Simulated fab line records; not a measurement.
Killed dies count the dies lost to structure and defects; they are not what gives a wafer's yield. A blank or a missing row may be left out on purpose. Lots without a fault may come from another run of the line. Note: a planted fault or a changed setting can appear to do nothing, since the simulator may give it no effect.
Chamber matching | flow n5Finfet | N5_FIN_SAQP_SPACER1_ETCHBACK_25 on rieDiel-04: 4 sister chambers
The step etches SiO2 in CHF3/O2, target depth 24.4 nm, time 12.2 s. 20 wafers are shown with their chamber, then 9 later ones without.

== EACH WAFER AND ITS CHAMBER ==
wafer  | chamber | drypumpMotorCurrentA (A) | showerheadPlenumPTorr (Torr) | rfVppV (V)
L075.3 | 0       | 5.5                      | 2.46                         | 515
L075.5 | 2       | 6.1                      | 2.31                         | 500
L075.6 | 1       | 4.9                      | 2.32                         | 544
L076.1 | 2       | 6.2                      | 2.31                         | 499
L076.2 | 1       | 4.9                      | 2.32                         | 543
L076.5 | 3       | 5.3                      | 2.31                         | 525
L077.3 | 3       | 5.3                      | 2.30                         | 525
L077.4 | 2       | 6.2                      | 2.31                         | 501
L077.6 | 2       | 6.2                      | 2.31                         | 501
L078.1 | 2       | 6.1                      | 2.31                         | 502
L078.3 | 0       | 5.5                      | 2.46                         | 516
L078.5 | 2       | 6.1                      | 2.31                         | 501
L079.4 | 3       | 5.3                      | 2.30                         | 526
L079.5 | 1       | 4.9                      | 2.31                         | 546
L079.6 | 2       | 6.1                      | 2.31                         | 502
L082.1 | 0       | 5.5                      | 2.46                         | 517
L082.4 | 2       | 6.1                      | 2.30                         | 500
L082.6 | 3       | 5.3                      | 2.30                         | 524
L083.4 | 1       | 4.9                      | 2.31                         | 543
L083.5 | 2       | 6.2                      | 2.30                         | 502

SIGNATURES, as means of the wafers listed above
reading               | chamber 0 | chamber 1 | chamber 2 | chamber 3 | scatter within a chamber
drypumpMotorCurrentA  | 5.500     | 4.900     | 6.144     | 5.300     | 0.0373
showerheadPlenumPTorr | 2.4600    | 2.3150    | 2.3078    | 2.3025    | 0.00455
rfVppV                | 516.00    | 544.00    | 500.89    | 525.00    | 1.09
Rule: a wafer's distance from a chamber is the root of the sum, over the readings, of the square of ((its reading less the chamber's mean) divided by the reading's scatter). The wafer belongs to the nearest chamber; if the next one is less than 2 further off, it can't be placed. How the scatter is found: for the shown wafers, subtract from each reading the mean of its chamber, square and add these, divide the total by (wafers less chambers), then take the root.

== WAFERS WITHOUT THEIR CHAMBER ==
wafer  | drypumpMotorCurrentA (A) | showerheadPlenumPTorr (Torr) | rfVppV (V)
L083.6 | 4.9                      | 2.31                         | 544
L085.1 | 4.9                      | 2.31                         | 543
L085.4 | 5.3                      | 2.30                         | 524
L085.5 | 6.1                      | 2.30                         | 500
L093.1 | 4.9                      | 2.30                         | 545
L093.2 | 6.2                      | 2.29                         | 500
L093.3 | 5.3                      | 2.29                         | 524
L095.3 | 6.1                      | 2.29                         | 499
L095.4 | 4.9                      | 2.30                         | 544

== CHAMBER TAKEN BY EACH ==
wafer  | from the rows above | in truth
L083.6 | 1                   | 1
L085.1 | 1                   | 1
L085.4 | 3                   | 3
L085.5 | 2                   | 2
L093.1 | 1                   | 1
L093.2 | 2                   | 2
L093.3 | 3                   | 3
L095.3 | 2                   | 2
L095.4 | 1                   | 1
Correct placement for 9 of the 9. Not placeable from these rows: 0. Wrongly placed: 0.
